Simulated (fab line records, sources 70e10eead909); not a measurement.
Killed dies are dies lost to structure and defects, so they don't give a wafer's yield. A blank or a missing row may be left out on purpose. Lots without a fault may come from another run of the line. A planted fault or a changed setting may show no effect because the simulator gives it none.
A struck lot beside a sound one | flow nand_harc | 14 steps out of a route of 1159
Sound: wafers L811.1, L811.4, L811.6. Struck: wafers L815.1, L815.2, L815.3. The cause comes at the end.
At each step with rows: each side's tool, then ch and its chambers, then its first start. Under that, the readings that differ: sound wafers | struck wafers | difference of the means | sigmas: that difference in standard deviations of wafers without a fault.
alike: readings whose means differ by less than 2 such deviations, and words and numbers that are the same on both sides. not compared: withheld readings, readings that some wafer has no value for, bounds like >300 that may hide the same value, and numbers for which the record gives no deviation and whose values overlap.
The two part at a step that has a row with sigmas, a row that says differs or no value, or rows on one side only. Numbers that don't overlap but have no deviation are shown without sigmas and don't part them. A reading that every wafer of one side lacks parts them only if that side has two wafers or more.

NHARC_A_M1_DEGAS_29: time 60 s.
  sound on pvd_sputter-03, day 20 13:55; struck on pvd_sputter-03, day 22 00:52
  alike: heater_power_w
then, 1 step without rows for these wafers: NHARC_A_M1_PRE_CLEAN_30 (time 30 s).
NHARC_A_M1_PVD_20: deposits TaN, target thk 5 nm, time 8.06 s.
  sound on pvd_sputter-03; struck on pvd_sputter-03
  alike: throttle_valve_pct
then, 2 steps without rows for these wafers: NHARC_A_M1_PVD_21 (deposits Cu, target thk 30 nm, time 20.49 s); NHARC_A_M1_ECD_22 (material Cu, target thk 400 nm).
NHARC_A_M1_ANNEAL_31: time 90 s.
  sound on rtp_anneal-01 ch 0, day 20 14:40; struck on rtp_anneal-02 ch 0, day 22 01:48
  alike: wafer_temp_C_max
NHARC_A_M1_CMP_23: polishes, t overpolish 20 s, target thk 154.34 nm.
  sound on cmp-02 ch 1,2, day 20 15:01; struck on cmp-01 ch 0,1,2, day 22 02:09
  alike: motor_current_A, slurry_filter_dp_kPa, time_to_endpoint_s
NHARC_A_M1_THK_MEAS_24: measures by xrf.
  sound on film_metro-01, day 20 15:20; struck on film_metro-01, day 22 02:28
  alike: thk_nm
then, 1 step without rows for these wafers: NHARC_A_M1_SRD_25.
NHARC_A_M1_INSPECT_27:
  sound on defect_inspect-01, day 20 15:29; struck on defect_inspect-02, day 22 02:39
  alike: raw_defect_count
NHARC_A_M1_PRE_CLEAN_32: time 12 s.
  sound on pecvd-01 ch 0,1,2, day 20 15:33; struck on pecvd-02 ch 0,1,2, day 22 02:44
  alike: heater_power_w
NHARC_A_M1_DEP_33: deposits SiCN, target thk 30 nm.
  sound on pecvd-01 ch 0,1,2, day 20 15:38; struck on pecvd-02 ch 0,1,2, day 22 02:49
  no value came back on the struck wafers for chamber_pressure_Torr (Torr), heater_power_outer_w (W), heater_power_w (W); on the sound wafers chamber_pressure_Torr (Torr) reads 2.992 2.991 3.019
then, 1 step without rows for these wafers: NHARC_A_BONDPAD_DEP_00 (deposits SiCN, target thk 250 nm).
NHARC_END_SORT_01:
  sound on prober-01 ch 0, day 22 00:07; struck on prober-01 ch 0, day 23 14:10
  reading         | sound | struck | difference | sigmas
  killed_at_other | 5 1 4 | 0 1 1  | -3         | -2
  alike: defect_limited_yield, killed_at_array, killed_at_periphery, killed_dies, killed_open, killed_short, sort_bin_2_pct, sort_bin_3_pct, sort_bin_4_pct, sort_n_pass, sort_rim_yield_pct, sort_yield_pct

WHERE THEY PART
First at NHARC_A_M1_DEP_33; last, within this record, at NHARC_END_SORT_01.

WHY: what the simulator had put in
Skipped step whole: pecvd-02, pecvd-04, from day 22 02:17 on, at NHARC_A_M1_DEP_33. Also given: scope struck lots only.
